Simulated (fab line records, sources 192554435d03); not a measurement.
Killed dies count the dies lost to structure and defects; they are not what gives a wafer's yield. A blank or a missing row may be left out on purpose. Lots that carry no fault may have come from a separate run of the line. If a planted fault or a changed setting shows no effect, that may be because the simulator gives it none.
fab line records	flow n5Finfet
record: lots: 11	wafers: 33	lastDay: 16
route steps=1938 shown HKMG_FIN@420 PASSIVATION@1936
lots untouched by any fault: they come from a run of this same line in which no faults occurred
startH: hours from the record's first day to the start of the lot's first wafer shown	waitH: how many hours have passed since the lot's step before this one	" unchanged from the row above	L1.1+2: a single row standing in for several wafers	- no value, or no start was given	* or withheld: withheld	< > ~ a bound
route shown NAME@n: NAME is a module with steps in the file, n the number in the route of the first one	usual: mean and standard deviation over wafers with no fault	same: alike in all rows	chamber/n: place in a boat	sites: readings site by site	_std_site: the values' standard deviation	_edge_site: inner sites' mean taken away from outer sites' mean	radiusMm: for every site, how far away it sits from the centre of the wafer	mask NAME#n: copy n	behind: the tool/chamber that last shaped the wafer	hold: why the lot was held/for how many hours/how that ended	device: transistor that didn't switch, given as n, p or np	end of line: the tests these same wafers got at the end of their route	for a step that has no rows: nothing shown but its recipe	killed: count of dies lost to structure and defects at first sort (not the wafer's yield)	map: a wafer's dies, marking killed ones x, the rest . and places with no die _
set.NAME: the setting as run; set.NAME@STEP: as run at that earlier step	model.NAME: the simulator's own value behind a step, which no gauge read
steps of the route over a sample of lots; a table a step, a row a wafer
services: from which hour (startH, from the record's first day; less than 0 if before it) a tool's chamber was out of use, for how many hours, and why
== steps ==
step: N5_HKMG_FIN_THK_MEAS_70
recipe: thkMeasGauge: xrf	reads: HfO2_of_HKMG_FIN_HK_ALD_01
usual: HK_THK: 1.538/0.017
lot.wafer	tool	chamber	startH	waitH	HK_THK[nm]
L995.1	filmMetro-02	-	91.06	0.2	1.554
L995.4	"	-	"	"	1.525
L995.6	"	-	"	"	1.531
L996.2	filmMetro-02	-	98.50	0.2	1.525
L996.3	"	-	"	"	1.532
L996.4	"	-	"	"	1.574
L997.3	filmMetro-01	-	102.18	0.2	1.536
L997.4	"	-	"	"	1.534
L997.6	"	-	"	"	1.555
L999.1	filmMetro-01	-	109.60	0.2	1.537
L999.2	"	-	"	"	1.565
L999.3	"	-	"	"	1.542
L100.2	filmMetro-01	-	119.62	0.2	1.526
L100.4	"	-	"	"	1.554
L100.6	"	-	"	"	1.549
L101.2	filmMetro-02	-	125.61	0.2	1.535
L101.3	"	-	"	"	1.500
L101.6	"	-	"	"	1.575
L102.1	filmMetro-01	-	132.43	0.2	1.526
L102.3	"	-	"	"	1.541
L102.6	"	-	"	"	1.554
L106.1	filmMetro-01	-	157.10	0.2	1.521
L106.2	"	-	"	"	1.534
L106.3	"	-	"	"	1.533
L107.1	filmMetro-02	-	160.23	0.2	1.547
L107.2	"	-	"	"	1.561
L107.3	"	-	"	"	1.545
L108.1	filmMetro-02	-	164.01	0.2	1.513
L108.3	"	-	"	"	1.526
L108.4	"	-	"	"	1.524
L111.2	filmMetro-02	-	187.78	0.2	1.519
L111.4	"	-	"	"	1.526
L111.6	"	-	"	"	1.533
step: N5_HKMG_FIN_CD_MEAS_12
recipe: targetCdNm: 92.8	landingEnergyEv: 500	detector: seInlens
usual: cdNm: 92.3/0.75
lot.wafer	tool	chamber	startH	waitH	cdNm
L995.1	cdSem-02	0	91.93	-	92.8
L995.4	"	0	"	"	92.5
L995.6	"	0	"	"	93.3
L996.2	cdSem-02	0	99.38	-	92.3
L996.3	"	0	"	"	91.9
L996.4	"	0	"	"	92.7
L997.3	cdSem-01	0	102.93	-	93.5
L997.4	"	0	"	"	91.0
L997.6	"	0	"	"	92.0
L999.1	cdSem-01	0	110.48	-	93.4
L999.2	"	0	"	"	92.8
L999.3	"	0	"	"	91.1
L100.2	cdSem-01	0	120.37	-	92.0
L100.4	"	0	"	"	92.9
L100.6	"	0	"	"	91.7
L101.2	cdSem-03	0	126.36	-	91.7
L101.3	"	0	"	"	91.8
L101.6	"	0	"	"	92.5
L102.1	cdSem-02	0	133.18	-	92.1
L102.3	"	0	"	"	90.9
L102.6	"	0	"	"	92.1
L106.1	cdSem-01	0	157.85	-	92.7
L106.2	"	0	"	"	92.1
L106.3	"	0	"	"	93.9
L107.1	cdSem-01	0	161.34	-	92.3
L107.2	"	0	"	"	92.6
L107.3	"	0	"	"	92.5
L108.1	cdSem-01	0	164.76	-	93.7
L108.3	"	0	"	"	92.6
L108.4	"	0	"	"	91.7
L111.2	cdSem-03	0	188.65	-	91.6
L111.4	"	0	"	"	90.9
L111.6	"	0	"	"	91.7
step: N5_HKMG_FIN_ETCH_31
recipe: chemistry: CF4	target: SiARC	targetDepthA: 455	maskMaterial: CAR-ArF	timeS: 75.8	ionEnergyEv: 80	pressureMtorr: 40	sourceW: 545	biasW: 36	Ar_flow_sccm: 100	cf4FlowSccm: 100	ends: cleared
usual: drypumpMotorCurrentA: 5.7/0.41	etchRfOnTimeS: 77.0/2.9	oesProductAu: 0.66/0.087	rfVppV: 184.0/1.4	showerheadPlenumPTorr: 2.14/0.091	throttleValvePct: 15.55/0.21
lot.wafer	tool	chamber	startH	waitH	drypumpMotorCurrentA	etchRfOnTimeS	oesProductAu	rfHoursCounterH	rfVppV	showerheadPlenumPTorr	throttleValvePct
L995.1	rieDiel-02	1	92.06	0.0	5.9	80.4	0.57	237	184.0	2.18	15.56
L995.4	"	2	"	"	5.6	75.9	0.61	204	184.8	2.13	15.81
L995.6	"	1	"	"	5.9	81.4	0.57	-	184.1	2.18	15.57
L996.2	rieDiel-02	1	99.61	0.0	5.9	82.0	0.56	240	186.0	2.18	15.58
L996.3	"	0	"	"	6.1	76.5	0.60	182	183.0	2.05	15.46
L996.4	"	3	"	"	6.6	82.8	0.59	178	184.0	2.13	15.30
L997.3	rieDiel-05	0	103.05	0.0	5.1	75.1	0.61	238	185.0	2.21	15.60
L997.4	"	2	"	"	5.5	80.0	0.63	-	181.6	1.97	15.48
L997.6	"	0	"	"	5.1	74.8	0.61	-	185.7	2.21	15.60
L999.1	rieDiel-05	2	110.60	0.0	5.5	78.7	0.63	147	181.4	1.97	15.47
L999.2	"	0	"	"	5.1	74.7	0.61	242	185.1	2.21	15.61
L999.3	"	1	"	"	6.2	78.4	0.65	132	184.2	2.24	15.70
L100.2	rieDiel-02	3	120.49	0.0	6.6	80.7	0.58	187	183.5	2.12	15.33
L100.4	"	0	"	"	6.1	75.4	0.61	188	182.1	2.05	15.47
L100.6	"	2	"	"	5.6	75.4	0.60	-	183.3	2.12	15.83
L101.2	rieDiel-05	0	126.54	0.0	5.1	74.7	0.60	248	185.3	2.20	15.62
L101.3	"	2	"	"	5.4	79.1	0.63	153	182.2	1.97	15.51
L101.6	"	0	"	"	5.1	74.7	0.60	-	185.8	2.20	15.62
L102.1	rieDiel-05	2	133.46	0.0	5.5	78.3	0.63	156	180.3	1.97	15.48
L102.3	"	1	"	"	6.1	77.8	0.65	140	184.6	2.23	15.71
L102.6	"	2	"	"	5.5	78.9	0.62	-	182.0	1.97	15.49
L106.1	rieDiel-04	1	158.14	0.0	5.5	76.4	0.60	217	184.8	2.20	15.43
L106.2	"	3	"	"	6.0	77.2	0.83	1	183.2	2.11	15.16
L106.3	"	2	"	"	5.3	78.2	0.58	231	183.3	2.11	15.86
L107.1	rieDiel-02	3	161.72	0.0	6.6	80.6	0.58	206	183.7	2.12	15.36
L107.2	"	0	"	"	6.1	74.7	0.59	206	182.9	2.04	15.49
L107.3	"	1	"	"	5.9	79.5	0.81	3	184.3	2.18	15.09
L108.1	rieDiel-04	0	164.88	0.0	5.6	76.3	0.74	44	186.3	2.28	15.60
L108.3	"	1	"	"	5.4	77.0	0.60	219	183.8	2.20	15.44
L108.4	"	3	"	"	6.0	78.0	0.82	4	184.3	2.11	15.17
L111.2	rieDiel-02	3	188.77	0.0	6.5	80.6	0.58	212	183.3	2.11	15.38
L111.4	"	1	"	"	5.9	79.8	0.77	14	184.4	2.17	15.10
L111.6	"	2	"	"	5.5	75.9	0.59	-	185.0	2.11	15.89
step: N5_HKMG_FIN_ALD_91
recipe: material: TiN	targetThkA: 10	tempC: 400	aldPrecursorFamily: TiCl4	aldCoReactant: NH3	pulseTimeS: 1	purgeTimeS: 3	coReactantPurgeTimeS: 2	coReactantPulseTimeS: 2	aldCycles: 47	pressureTorr: 3
usual: chamberPressureTorr: 3.000/0.0069	heaterPowerW: 862/71	precursorPulseHeightRel: 0.998/0.019
lot.wafer	tool	chamber	startH	waitH	chamberPressureTorr	heaterPowerW	precursorPulseHeightRel
L995.1	aldMetal-04	2	93.00	0.3	3.004	842	1.014
L995.4	"	1	"	"	2.995	804	0.998
L995.6	"	3	"	"	3.000	825	1.020
L996.2	aldMetal-01	3	100.57	0.3	3.005	896	0.987
L996.3	"	2	"	"	3.009	1028	1.002
L996.4	"	2	"	"	3.000	1007	1.001
L997.3	aldMetal-02	3	103.99	0.1	2.999	894	0.989
L997.4	"	2	"	"	3.009	972	0.994
L997.6	"	1	"	"	2.990	774	0.997
L999.1	aldMetal-04	1	111.55	0.3	3.003	769	1.023
L999.2	"	0	"	"	2.988	793	0.972
L999.3	"	2	"	"	3.013	830	1.034
L100.2	aldMetal-04	0	121.44	0.3	3.004	800	0.990
L100.4	"	2	"	"	2.992	835	1.002
L100.6	"	2	"	"	3.000	826	0.995
L101.2	aldMetal-02	3	127.48	0.3	2.987	872	0.992
L101.3	"	2	"	"	2.997	930	1.001
L101.6	"	3	"	"	3.005	906	1.000
L102.1	aldMetal-02	0	134.41	0.3	3.001	847	0.947
L102.3	"	2	"	"	3.001	952	0.994
L102.6	"	0	"	"	2.998	845	1.002
L106.1	aldMetal-02	1	159.08	0.3	3.011	761	0.985
L106.2	"	3	"	"	2.999	881	1.012
L106.3	"	2	"	"	3.007	976	1.010
L107.1	aldMetal-02	3	162.67	0.3	3.000	879	0.999
L107.2	"	1	"	"	2.996	764	0.999
L107.3	"	2	"	"	3.003	947	0.986
L107.1	aldMetal-02	3	163.11	0.3	3.004	878	0.960
L107.2	"	1	"	"	3.005	780	1.000
L107.3	"	2	"	"	3.013	970	1.035
L108.1	aldMetal-04	2	165.83	0.3	3.006	841	0.976
L108.3	"	3	"	"	3.011	806	1.003
L108.4	"	1	"	"	3.007	802	1.023
L111.2	aldMetal-01	1	189.72	0.3	3.002	880	0.983
L111.4	"	3	"	"	3.003	918	1.035
L111.6	"	3	"	"	3.002	924	0.977
L111.2	aldMetal-01	1	190.16	0.3	3.005	876	1.009
L111.4	"	3	"	"	3.012	906	1.014
L111.6	"	3	"	"	2.996	953	0.982
step: N5_PASSIVATION_PROBE_49
usual: killed_at_M0_to_M3: 34/11	killed_at_M4_up: 13/5.2	killedAtContacts: 13/6.3	killedAtFrontEnd: 40/14	killedAtOther: 3.2/2.4	killedDies: 104/19	killedOpen: 69/14	killedShort: 32/7.5
same: grossDies: 1180	killedAtBackSide: 0
lot.wafer	tool	chamber	startH	waitH	killed_at_M0_to_M3	killed_at_M4_up	killedAtContacts	killedAtFrontEnd	killedAtOther	killedDies	killedOpen	killedShort
L107.3	prober-02	-	347.50	0.1	62	12	3	43	6	126	80	42
L111.2	prober-01	-	393.39	0.1	47	13	27	47	3	137	90	44
L111.4	prober-01	-	393.49	0.2	20	11	18	25	3	77	49	27
killed by level:class
L107.3 BEOL_M0_SAQP:geometricParticle:short=21 BEOL_M0_SAQP:geometricParticle:open=19 FIN_SAQP:geometricParticle:open=10 STI_FIN_REVEAL:geometricParticle:open=10 BEOL_M4:geometricParticle:open=9 BEOL_M2:geometricParticle:open=8 FIN_SAQP:geometricParticle:short=5 BEOL_M1:geometricParticle:open=4
L111.2 MOL_CONTACT_COAG:geometricParticle:open=20 FIN_SAQP:geometricParticle:short=13 BEOL_M3:geometricParticle:open=11 FIN_SAQP:geometricParticle:open=8 STI_FIN_REVEAL:geometricParticle:open=7 MOL_CONTACT_COAG:geometricParticle:short=7 BEOL_M0_SAQP:geometricParticle:short=7 BEOL_M0_SAQP:geometricParticle:open=6
L111.4 MOL_CONTACT_COAG:geometricParticle:open=15 BEOL_M4:geometricParticle:open=5 DUMMY_GATE:geometricParticle:open=4 BEOL_M2:geometricParticle:short=4 BEOL_M3:geometricParticle:open=4 STI_FIN_REVEAL:geometricParticle:open=3 SDB:geometricParticle:short=3 STARTING-WAFER:geometricParticle:short=3
== services ==
tool	chamber	startH	hours	kind
rieDiel-04	1	84.16	5.7	repair
aldMetal-02	-	90.28	6.0	pm
aldMetal-01	0	97.94	5.1	repair
rieDiel-05	3	98.30	-	clean
rieDiel-05	3	98.30	-	consumableReplace:focusRing
rieDiel-05	3	98.30	19.9	scheduledDown
rieDiel-05	3	98.30	19.9	ventCycle
aldMetal-02	-	118.81	1.0	repair
aldMetal-01	-	131.39	28.1	pm
rieDiel-05	0	132.26	-	clean
rieDiel-05	0	132.26	-	consumableReplace:focusRing
rieDiel-05	0	132.26	24.3	scheduledDown
rieDiel-05	0	132.26	24.3	ventCycle
rieDiel-02	1	136.01	-	clean
rieDiel-02	1	136.01	-	consumableReplace:focusRing
rieDiel-02	1	136.01	16.5	scheduledDown
rieDiel-02	1	136.01	16.5	ventCycle
rieDiel-05	-	138.50	4.3	pm
rieDiel-04	3	143.18	13.8	repair
aldMetal-02	0	147.49	20.1	repair
rieDiel-05	-	164.14	0.3	repair
rieDiel-05	-	171.64	2.2	repair
rieDiel-02	3	173.21	5.4	repair
rieDiel-04	1	175.48	62.1	repair
== key ==
firstSign: step: N5_HKMG_FIN_ALD_91	reading: visit	direction: added
effect none on later readings
metAt N5_HKMG_FIN_ALD_91
struckLots L107,L111
testerLeftOut L107,L111
notActingAt N5_HKMG_FIN_THK_MEAS_70,N5_HKMG_FIN_CD_MEAS_12,N5_HKMG_FIN_ETCH_31
fault: kind: repeatedStepWhole	tool: aldMetal-01,aldMetal-02,aldMetal-04	chamber: -	onsetH: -	steps: N5_HKMG_FIN_ALD_91	times: 1	scope: struckLotsOnly
testerLeftOut: of these lots the tester's yield and bins aren't shown, on N5 and GAA mostly nor the transistor test; their killed dies are dies lost to structure and defects alone, not to doping, threshold or leakage, so they don't give the yield
